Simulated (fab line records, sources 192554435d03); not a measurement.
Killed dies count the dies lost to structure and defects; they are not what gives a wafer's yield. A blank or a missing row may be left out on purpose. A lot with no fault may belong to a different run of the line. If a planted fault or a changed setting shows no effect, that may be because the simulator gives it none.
fab line records	flow n5_finfet
[record] lots = 6	wafers = 18	last_day = 16
route steps=1938 shown FIN_CUT@178 STI_FIN_REVEAL@183 BEOL_M4@1111
lots that met no fault: from a run of the same line without faults
start_h: the number of hours between the record's first day and the start of the first shown wafer of the lot	wait_h: time in hours since the lot's previous step	" as in the row above	L1.1+2: several wafers, shown together as one row	- no value present, or no start provided	* or withheld: withheld	< > ~ a bound
route shown NAME@n: NAME is a module with steps in the file, n the number in the route of the first one	usual: mean and standard deviation over wafers with no fault	same: alike in all rows	chamber/n: place in a boat	sites: per-site readings	_std_site: the standard deviation of these	_edge_site: mean of outer sites minus mean of inner sites	radius_mm: for every site, how far away it sits from the centre of the wafer	mask NAME#n: copy n	behind: the most recent tool/chamber to have shaped the wafer	hold: the reason the lot was held/the length of the hold in hours/how it ended	device: names the non-switching transistor (n, p or np)	end of line: the tests these same wafers got at the end of their route	a step given without rows: its recipe and nothing more	killed: at the first sort, the dies lost to defects and structure; wafer yield is something else	map: a wafer's dies, marking killed ones x, the rest . and places with no die _
set.NAME: the setting as run; set.NAME@STEP: as run at that earlier step	model.NAME: the simulator's own value behind a step, which no gauge read
lots at selected steps of the route; one table per step, one row per wafer
services: from which hour (start_h, from the record's first day; less than 0 if before it) a tool's chamber was out of use, for how many hours, and why
[[steps]]
[step N5_FIN_CUT_STRIP_22]
[recipe] chemistry = N2/H2	power_w = 500	temp_c = 40	pressure_mtorr = 50	rf_frequency_hz = 6e+07	overash_fraction = 0.3	bias_power_w = 8	h2_frac = 0.5	n2_flow_sccm = 300	h2_flow_sccm = 300
[usual] drypump_motor_current_A = 5.8/0.48	oes_product_au = 0.81/0.075	rf_vpp_V = 54.1/2.3	showerhead_plenum_p_Torr = 3.36/0.069	throttle_valve_pct = 18.9/0.35
lot.wafer	tool	chamber	start_h	wait_h	drypump_motor_current_A	oes_product_au	rf_hours_counter_h	rf_vpp_V	showerhead_plenum_p_Torr	throttle_valve_pct
L829.2	rie_diel-02	2	34.56	0.0	6.5	0.76	123	53.4	3.35	18.9
L829.3	"	1	"	"	5.7	0.86	48	55.2	3.27	19.2
L829.6	"	3	"	"	5.4	0.80	-	56.8	3.41	19.5
L831.1	rie_diel-03	3	47.75	0.0	6.7	0.87	47	52.9	3.42	19.0
L831.2	"	2	"	"	5.7	0.72	191	54.3	3.46	18.8
L831.5	"	0	"	"	5.3	0.89	-	53.2	3.29	18.8
L839.2	rie_diel-05	2	96.47	0.2	5.9	0.85	69	54.2	3.38	18.4
L839.3	"	3	"	"	6.4	0.86	64	54.2	3.29	19.4
L839.6	"	0	"	"	5.8	0.74	-	52.8	3.33	19.2
L840.1	rie_diel-05	0	101.19	0.0	5.9	0.72	199	55.4	3.33	19.2
L840.3	"	1	"	"	5.7	0.75	134	55.2	3.47	18.4
L840.4	"	3	"	"	6.4	0.84	66	53.4	3.29	19.4
L847.1	rie_diel-02	0	142.09	0.0	5.4	0.89	37	54.3	3.32	18.6
L847.3	"	2	"	"	6.5	0.73	152	57.2	3.34	18.9
L847.6	"	0	"	"	5.4	0.91	-	53.2	3.32	18.6
L849.2	rie_diel-05	0	153.44	0.2	5.9	0.74	217	51.8	3.31	19.3
L849.3	"	1	"	"	5.7	0.74	153	49.7	3.46	18.5
L849.6	"	2	"	"	5.9	0.83	-	54.8	3.37	18.4
[step N5_FIN_CUT_PRECLEAN_36]
[recipe] chemistry = O3/DIW	time_s = 60	temp_c = 22	o3_ppm = 10
[step N5_FIN_CUT_SRD_32]
[recipe] dry = ipa_marangoni	time_s = 30	temp_c = 23	rinse_liquid = diw
[step N5_FIN_CUT_UV_OZONE_34]
[recipe] time_s = 120	pressure_torr = 760	temp_c = 25
[step N5_FIN_CUT_INSPECT_17]
[recipe] inspect_instrument = brightfield	mode = aei
[usual] raw_defect_count = 241/65
lot.wafer	tool	chamber	start_h	wait_h	raw_defect_count
L829.2	defect_inspect-01	-	34.72	0.0	226
L829.3	"	-	"	"	201
L829.6	"	-	"	"	213
L831.1	defect_inspect-02	-	47.91	0.0	220
L831.2	"	-	"	"	194
L831.5	"	-	"	"	177
L839.2	defect_inspect-02	-	96.63	0.0	265
L839.3	"	-	"	"	252
L839.6	"	-	"	"	175
L840.1	defect_inspect-01	-	101.35	0.0	308
L840.3	"	-	"	"	190
L840.4	"	-	"	"	243
L847.1	defect_inspect-01	-	142.26	0.0	373
L847.3	"	-	"	"	210
L847.6	"	-	"	"	275
L849.2	defect_inspect-01	-	153.61	0.0	201
L849.3	"	-	"	"	225
L849.6	"	-	"	"	260
[step N5_STI_FIN_REVEAL_ALD_00]
[recipe] material = SiO2	target_thk_a = 10	temp_c = 300	ald_precursor_family = BDEAS	ald_co_reactant = O2-plasma	pulse_time_s = 1	pressure_torr = 2
[step N5_STI_FIN_REVEAL_ALD_14]
[recipe] material = Si3N4	target_thk_a = 30	temp_c = 400	ald_precursor_family = SiH2I2	ald_co_reactant = N2/H2-plasma	pressure_torr = 2
[usual] heater_power_w = 867/70
lot.wafer	tool	chamber	start_h	wait_h	heater_power_w
L829.2	ald_sin-01	1	34.81	0.0	920
L829.3	"	0	"	"	740
L829.6	"	0	"	"	743
L831.1	ald_sin-03	0	48.00	0.0	912
L831.2	"	3	"	"	904
L831.5	"	2	"	"	868
L839.2	ald_sin-04	0	97.65	0.0	796
L839.3	"	2	"	"	902
L839.6	"	2	"	"	880
L840.1	ald_sin-03	1	101.44	0.0	779
L840.3	"	3	"	"	885
L840.4	"	0	"	"	872
L847.1	ald_sin-04	2	142.34	0.0	893
L847.3	"	3	"	"	822
L847.6	"	1	"	"	1002
L849.2	ald_sin-01	2	153.69	0.0	876
L849.3	"	3	"	"	936
L849.6	"	1	"	"	940
[step N5_STI_FIN_REVEAL_FCVD_FILL_01]
[recipe] material = SiO2_flowable	target_thk_a = 3120	temp_c = 100	pressure_torr = 0.8	rf_w = 2000	time_s = 512.2
[step N5_STI_FIN_REVEAL_DENSIFY_02]
[recipe] temp_c = 650	ambient = steam	time_s = 1800	idle_temp_c = 400	densification_p_h2o_torr = 640
[step N5_STI_FIN_REVEAL_CMP_04]
[recipe] stop_on = Si3N4	t_overpolish_s = 4	down_force_psi = 2	platen_rpm = 54.18	post_cmp_clean = alkaline_brush	pad_velocity_m_s = 1.078	target_thk_nm = 131.83
[step N5_STI_FIN_REVEAL_THK_MEAS_05]
[usual] thk_nm = 132.2/1.6
lot.wafer	tool	chamber	start_h	wait_h	thk_nm
L829.2	film_metro-02	-	40.23	-	134.7
L829.3	"	-	"	"	132.3
L829.6	"	-	"	"	132.3
L831.1	film_metro-02	-	53.95	-	133.9
L831.2	"	-	"	"	134.5
L831.5	"	-	"	"	134.9
L839.2	film_metro-01	-	102.98	-	133.1
L839.3	"	-	"	"	131.8
L839.6	"	-	"	"	132.4
L840.1	film_metro-01	-	106.84	-	136.0
L840.3	"	-	"	"	135.0
L840.4	"	-	"	"	134.4
L847.1	film_metro-01	-	147.67	-	131.6
L847.3	"	-	"	"	130.8
L847.6	"	-	"	"	129.0
L849.2	film_metro-02	-	159.03	-	131.1
L849.3	"	-	"	"	131.6
L849.6	"	-	"	"	129.9
[step N5_STI_FIN_REVEAL_DENSIFY_30]
[recipe] temp_c = *	time_s = *	ambient = N2	idle_temp_c = 600	ramp_up_c_per_s = 150	ramp_down_c_per_s = 60	cool_to_c = 600
[usual] lamp_power_pct = 11.53/0.054	wafer_temp_C_max = *
lot.wafer	tool	chamber	start_h	wait_h	lamp_power_pct	wafer_temp_C_max
L829.2	rtp_anneal-01	0	40.48	0.2	11.56	*
L829.3	"	0	"	"	11.50	*
L829.6	"	0	"	"	11.51	*
L831.1	rtp_anneal-01	0	53.98	0.0	11.53	*
L831.2	"	0	"	"	11.44	*
L831.5	"	0	"	"	11.53	*
L839.2	rtp_anneal-02	0	103.04	0.1	11.53	*
L839.3	"	0	"	"	11.47	*
L839.6	"	0	"	"	11.48	*
L840.1	rtp_anneal-02	0	106.86	0.0	11.47	*
L840.3	"	0	"	"	11.42	*
L840.4	"	0	"	"	11.57	*
L847.1	rtp_anneal-01	0	147.70	0.0	11.55	*
L847.3	"	0	"	"	11.57	*
L847.6	"	0	"	"	11.45	*
L849.2	rtp_anneal-01	0	159.08	0.1	11.52	*
L849.3	"	0	"	"	11.52	*
L849.6	"	0	"	"	11.55	*
[step N5_STI_FIN_REVEAL_ETCHBACK_08]
[recipe] chemistry = C4F6/O2	target = SiO2	target_depth_a = 305	time_s = 10.167	ion_energy_ev = 250	pressure_mtorr = 30	source_w = 345	bias_w = 185	Ar_flow_sccm = 300	C4F6_flow_sccm = 10	O2_flow_sccm = 10
[usual] C4F6_flow_sccm = 10.00/0.032	drypump_motor_current_A = 5.7/0.33	mfc_ar_sccm = 300.0/0.93	oes_product_au = 0.80/0.086	rf_vpp_V = 669/20	showerhead_plenum_p_Torr = 2.87/0.062	throttle_valve_pct = 21.15/0.29
lot.wafer	tool	chamber	start_h	wait_h	C4F6_flow_sccm	drypump_motor_current_A	mfc_ar_sccm	oes_product_au	rf_hours_counter_h	rf_vpp_V	showerhead_plenum_p_Torr	throttle_valve_pct
L829.2	rie_diel-04	2	40.82	0.3	10.04	5.5	300.6	0.76	142	640	2.96	20.87
L829.3	"	1	"	"	9.96	5.4	298.6	0.74	159	689	2.85	21.00
L829.6	"	2	"	"	10.02	5.5	300.9	0.76	-	641	2.96	20.88
L831.1	rie_diel-01	1	54.19	0.2	10.00	5.6	300.6	0.77	149	683	2.93	21.34
L831.2	"	3	"	"	9.99	5.6	299.7	0.92	20	686	2.87	21.08
L831.5	"	3	"	"	10.03	5.5	299.7	0.93	-	685	2.87	21.06
L839.2	rie_diel-01	0	103.22	0.2	10.01	5.1	297.7	0.94	9	645	2.89	20.89
L839.3	"	1	"	"	10.03	5.6	301.4	0.75	170	684	2.92	21.34
L839.6	"	2	"	"	10.03	5.8	299.7	0.69	-	659	2.75	21.81
L840.1	rie_diel-01	3	107.08	0.2	9.95	5.5	301.6	0.89	38	684	2.86	21.09
L840.3	"	0	"	"	9.99	5.1	300.5	0.93	10	646	2.89	20.87
L840.4	"	2	"	"	10.03	5.8	300.0	0.69	217	659	2.75	21.81
L847.1	rie_diel-04	3	147.91	0.2	9.98	6.2	299.9	0.80	69	671	2.80	21.13
L847.3	"	0	"	"	9.97	6.2	300.5	0.90	32	691	2.89	20.81
L847.6	"	0	"	"	9.97	6.2	301.3	0.89	-	691	2.89	20.80
L849.2	rie_diel-06	2	159.28	0.2	10.02	5.6	300.1	0.85	77	672	2.90	21.45
L849.3	"	3	"	"	10.00	6.0	299.7	0.82	92	638	2.87	20.96
L849.6	"	2	"	"	10.04	5.6	302.1	0.85	-	671	2.90	21.46
[step N5_STI_FIN_REVEAL_STRIP_24]
[recipe] chemistry = N2/H2	time_s = 90	power_w = 100	temp_c = 40	pressure_mtorr = 100	rf_frequency_hz = 6e+07	bias_power_w = 3	n2_flow_sccm = 300	h2_flow_sccm = 300
[step N5_STI_FIN_REVEAL_PRECLEAN_25]
[recipe] chemistry = SPM	time_s = 90	temp_c = 120	mix = 4:1
[step N5_STI_FIN_REVEAL_PRECLEAN_26]
[recipe] chemistry = SC1	time_s = 45	temp_c = 46	mix = 1:2:100
[step N5_STI_FIN_REVEAL_PRECLEAN_29]
[recipe] chemistry = DHF	time_s = 30	temp_c = 25	dilution = 300:1
[step N5_STI_FIN_REVEAL_SRD_12]
[recipe] time_s = 30	temp_c = 23	rinse_liquid = diw	dry = ipa_marangoni
[step N5_STI_FIN_REVEAL_RECESS_09]
[recipe] chemistry = HF/NH3	target = SiO2	afs_cycles = 11	target_depth_a = 425	temp_c = 30	sublimation_temp_c = 180	sublimation_time_s = 60
[step N5_STI_FIN_REVEAL_STRIP_16]
[recipe] chemistry = H3PO4	material = SiNx	temp_c = 165	target_depth_a = 238	overetch_fraction = 0.4964	dry = ipa_marangoni
[step N5_STI_FIN_REVEAL_PRECLEAN_17]
[recipe] chemistry = NF3:NH3	afs_cycles = 1	temp_c = 30	time_s = 20	sublimation_temp_c = 180	sublimation_time_s = 60	pressure_torr = 3	rf_power_w = 30
[step N5_STI_FIN_REVEAL_ETCH_34]
[recipe] chemistry = H2	mode = isotropic	material = Si	target = Si	target_depth_a = 9.7	temp_c = 20	pressure_mtorr = 4.5	icp_w = 300	bias_w = 0	h2_flow_sccm = 7.5	he_flow_sccm = 142.5
[usual] drypump_motor_current_A = 5.8/0.43	he_backside_leak_sccm = 3.0/0.39	oes_product_au = 1.001/0.017	throttle_valve_pct = 25.9/0.7
lot.wafer	tool	chamber	start_h	wait_h	drypump_motor_current_A	he_backside_leak_sccm	oes_product_au	rf_hours_counter_h	throttle_valve_pct
L829.2	rie_si-06	0	43.22	0.2	5.7	3.5	0.964	105	26.0
L829.3	"	1	"	"	6.1	3.3	0.973	125	25.0
L829.6	"	3	"	"	5.9	3.3	0.989	-	24.4
L831.1	rie_si-04	1	56.53	0.2	5.1	2.6	1.004	71	25.5
L831.2	"	2	"	"	6.1	3.3	1.020	171	25.9
L831.5	"	2	"	"	6.2	3.2	1.024	-	25.9
L839.2	rie_si-03	3	105.57	0.1	5.6	3.2	1.006	58	25.1
L839.3	"	0	"	"	5.1	2.3	0.965	5	26.0
L839.6	"	2	"	"	5.5	2.7	1.007	-	27.2
L840.1	rie_si-04	0	109.42	0.2	6.4	3.3	1.014	126	26.5
L840.3	"	2	"	"	6.1	3.4	1.030	173	25.9
L840.4	"	1	"	"	5.1	2.5	0.995	72	25.5
L847.1	rie_si-03	2	150.26	0.2	5.4	2.7	1.009	25	27.2
L847.3	"	1	"	"	6.5	3.0	0.991	175	26.2
L847.6	"	1	"	"	6.5	2.8	0.985	-	26.2
L849.2	rie_si-04	0	161.66	0.1	6.4	3.2	1.001	127	26.5
L849.3	"	2	"	"	6.1	3.5	1.021	174	25.9
L849.6	"	1	"	"	5.1	2.3	1.002	-	25.5
[step N5_STI_FIN_REVEAL_OXIDATION_31]
[recipe] chemistry = O2_PLASMA_REMOTE	temp_c = 150	time_s = 20	pressure_mtorr = 1000	source_power_w = 2000	o2_flow_sccm = 3000
[step N5_STI_FIN_REVEAL_PRECLEAN_32]
[recipe] chemistry = NF3:NH3	afs_cycles = 1	temp_c = 30	time_s = 20	sublimation_temp_c = 180	sublimation_time_s = 60	pressure_torr = 3	rf_power_w = 30
[step N5_STI_FIN_REVEAL_STRIP_35]
[recipe] chemistry = H3PO4	material = Si3N4	temp_c = 165	target_depth_a = 40	time_s = 39
[step N5_STI_FIN_REVEAL_SRD_21]
[recipe] dry = ipa_marangoni	time_s = 30	temp_c = 23	rinse_liquid = diw
[step N5_STI_FIN_REVEAL_OXIDATION_33]
[recipe] chemistry = O2_PLASMA_REMOTE	temp_c = 150	time_s = 20	pressure_mtorr = 1000	source_power_w = 2000	o2_flow_sccm = 3000
[usual] drypump_motor_current_A = 5.7/0.37	heater_power_w = 153/17
lot.wafer	tool	chamber	start_h	wait_h	drypump_motor_current_A	heater_power_w	rf_hours_counter_h
L829.2	plasma_asher-02	0	43.63	0.0	5.5	171	33
L829.3	"	0	"	"	5.4	178	-
L829.6	"	0	"	"	5.5	179	-
L831.1	plasma_asher-01	0	56.94	0.0	6.1	133	75
L831.2	"	1	"	"	5.2	160	75
L831.5	"	0	"	"	6.1	134	-
L839.2	plasma_asher-01	0	105.98	0.0	6.1	137	86
L839.3	"	0	"	"	6.1	137	-
L839.6	"	1	"	"	5.2	165	-
L840.1	plasma_asher-01	1	109.83	0.0	5.2	158	86
L840.3	"	0	"	"	6.1	137	-
L840.4	"	1	"	"	5.2	160	-
L847.1	plasma_asher-02	0	150.67	0.0	5.4	176	56
L847.3	"	0	"	"	5.5	177	-
L847.6	"	1	"	"	5.9	143	-
L849.2	plasma_asher-02	0	162.14	0.0	5.4	176	61
L849.3	"	1	"	"	5.9	144	-
L849.6	"	0	"	"	5.4	179	-
[step N5_STI_FIN_REVEAL_CLEAN_19]
[recipe] chemistry = O3/DIW	temp_c = 25	time_s = 120	o3_ppm = 10
[step N5_STI_FIN_REVEAL_SRD_23]
[recipe] dry = ipa_marangoni	time_s = 30	temp_c = 23	rinse_liquid = diw
[step N5_STI_FIN_REVEAL_CD_MEAS_22]
[recipe] target_cd_nm = 6.238	pitch_nm = 28	polarity = line
[usual] cd_nm = 6.3/0.31
lot.wafer	tool	chamber	start_h	wait_h	cd_nm
L829.2	cd_sem-02	-	43.80	0.0	6.3
L829.3	"	-	"	"	6.1
L829.6	"	-	"	"	6.2
L831.1	cd_sem-01	-	57.11	0.0	6.3
L831.2	"	-	"	"	5.8
L831.5	"	-	"	"	5.9
L839.2	cd_sem-02	-	106.15	0.0	6.0
L839.3	"	-	"	"	6.0
L839.6	"	-	"	"	6.1
L840.1	cd_sem-02	-	109.99	0.0	6.0
L840.3	"	-	"	"	6.6
L840.4	"	-	"	"	6.1
L847.1	cd_sem-01	-	150.94	0.0	7.0
L847.3	"	-	"	"	6.6
L847.6	"	-	"	"	6.2
L849.2	cd_sem-03	-	162.31	0.0	6.4
L849.3	"	-	"	"	5.9
L849.6	"	-	"	"	6.2
[step N5_STI_FIN_REVEAL_FIN_H_MEAS_10]
[usual] trench_depth_nm = 52.1/0.85
lot.wafer	tool	chamber	start_h	wait_h	trench_depth_nm
L829.2	ocd-02	-	43.83	0.0	52.7
L829.3	"	-	"	"	51.8
L829.6	"	-	"	"	53.0
L831.1	ocd-02	-	57.14	0.0	52.1
L831.2	"	-	"	"	52.3
L831.5	"	-	"	"	52.1
L839.2	ocd-02	-	106.18	0.0	55.3
L839.3	"	-	"	"	54.6
L839.6	"	-	"	"	50.9
L840.1	ocd-02	-	110.02	0.0	52.0
L840.3	"	-	"	"	55.1
L840.4	"	-	"	"	50.9
L847.1	ocd-02	-	150.97	0.0	52.2
L847.3	"	-	"	"	53.2
L847.6	"	-	"	"	52.6
L849.2	ocd-01	-	162.34	0.0	53.9
L849.3	"	-	"	"	51.6
L849.6	"	-	"	"	53.2
[step N5_STI_FIN_REVEAL_PRECLEAN_18]
[recipe] chemistry = SC2	time_s = 45	temp_c = 35	mix = 1:1:50
[step N5_BEOL_M4_RC_MEAS_101]
[usual] DIBL_N = 36.0/2.2	DIBL_P = 35.9/2.6	IOFF_N = 0.16/0.038	IOFF_P = 0.21/0.042	ION_N = 675/15	ION_P = 463/10	SS_N = 71.5/0.62	SS_P = 73.2/0.76	VT_N = 250/4.1	VT_P = -251/3.6
lot.wafer	tool	chamber	start_h	wait_h	DIBL_N[mV/V]	DIBL_P[mV/V]	IOFF_N[nA/um]	IOFF_P[nA/um]	ION_N[uA/um]	ION_P[uA/um]	SS_N[mV/dec]	SS_P[mV/dec]	VT_N[mV]	VT_P[mV]
L829.2	prober-01	0	168.90	0.2	33.5	33.4	0.11	0.16	672	464	71.0	72.3	257	-252
L829.3	"	0	"	"	35.0	36.4	0.13	0.21	669	466	70.8	73.8	253	-248
L829.6	"	0	"	"	35.0	36.1	0.13	0.19	675	463	71.6	73.9	254	-252
L831.1	prober-02	0	194.10	0.0	33.9	33.8	0.12	0.14	668	453	71.6	72.6	255	-257
L831.2	"	0	"	"	33.6	33.6	0.12	0.15	665	455	71.1	73.0	252	-255
L831.5	"	0	"	"	33.2	33.9	0.11	0.14	657	457	71.0	72.8	254	-258
L839.2	prober-01	0	230.65	0.2	36.9	35.4	0.16	0.24	713	497	70.8	73.5	250	-247
L839.3	"	0	"	"	35.8	33.2	0.13	0.20	697	485	70.2	72.2	251	-250
L839.6	"	0	"	"	36.8	33.6	0.14	0.21	660	454	71.1	73.3	251	-249
L840.1	prober-01	0	247.29	0.0	35.2	36.2	0.15	0.20	679	463	71.0	72.9	250	-247
L840.3	"	0	"	"	34.4	36.6	0.16	0.21	709	484	71.0	72.6	245	-248
L840.4	"	0	"	"	36.3	36.2	0.14	0.19	647	444	72.0	72.4	253	-251
L847.1	prober-02	0	281.12	0.0	37.3	38.4	0.18	0.23	685	471	70.4	72.5	246	-247
L847.3	"	0	"	"	38.6	39.5	0.19	0.25	699	479	71.2	73.5	247	-246
L847.6	"	0	"	"	36.1	37.1	0.14	0.21	680	471	71.4	73.1	250	-251
L849.2	prober-02	0	290.32	0.2	35.4	35.1	0.15	0.23	689	476	71.6	72.3	251	-248
L849.3	"	0	"	"	36.3	35.1	0.17	0.23	670	457	71.5	73.2	251	-247
L849.6	"	0	"	"	37.3	37.0	0.20	0.27	702	480	71.6	73.8	246	-244
[[services]]
tool	chamber	start_h	hours	kind
rie_diel-05	3	11.97	4.0	repair
rie_diel-02	3	13.30	5.3	repair
ald_sin-03	2	19.50	4.5	repair
rie_diel-02	3	22.54	6.3	repair
rie_si-04	2	24.06	12.7	repair
rie_diel-01	2	33.57	4.7	repair
ald_sin-01	2	37.67	17.9	repair
plasma_asher-01	-	44.69	1.3	repair
ald_sin-04	3	47.30	10.1	repair
rie_si-03	-	53.19	14.6	pm
rie_diel-01	3	64.59	9.1	repair
ald_sin-03	2	73.47	9.4	repair
rie_si-04	-	80.68	0.2	repair
ald_sin-03	-	85.25	14.0	pm
rie_diel-02	-	89.59	0.7	repair
rie_diel-02	2	95.78	4.7	repair
rie_diel-02	3	97.68	4.5	repair
rie_diel-04	0	102.22	2.3	repair
ald_sin-04	3	102.77	18.7	repair
rie_diel-02	3	119.31	7.9	repair
rie_diel-05	-	122.19	0.2	repair
rie_diel-05	3	129.67	16.7	repair
plasma_asher-01	-	149.50	9.1	repair
rie_diel-05	-	159.80	1.1	repair
[[key]]
[first_sign] step = N5_STI_FIN_REVEAL_FIN_H_MEAS_10	reading = trench_depth_nm	direction = up	sigmas = 3.4	usual = 52.1	struck = 55.0
[effect] step = N5_BEOL_M4_RC_MEAS_101	reading = ION_N	direction = up	sigmas = 2	usual = 675	struck = 706
met_at N5_STI_FIN_REVEAL_ETCHBACK_08
struck_wafers L839.2,L839.3,L840.3
[baseline_loss] step = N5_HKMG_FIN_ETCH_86	wafers = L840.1
onset_between 54.19 103.22
[fault] kind = process_parameter_drift	tool = rie_diel-01	chamber = -	onset_h = 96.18	steps = N5_STI_FIN_REVEAL_ETCHBACK_08	channel = time_s	offset = *	shape = step	end_h = 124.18	scope = struck_wafers_only	acts_in = *	stated = *
// baseline_loss: these wafers lose ten dies or more at that step, a loss of the line's own and not of a fault; the sort's usual values leave them out
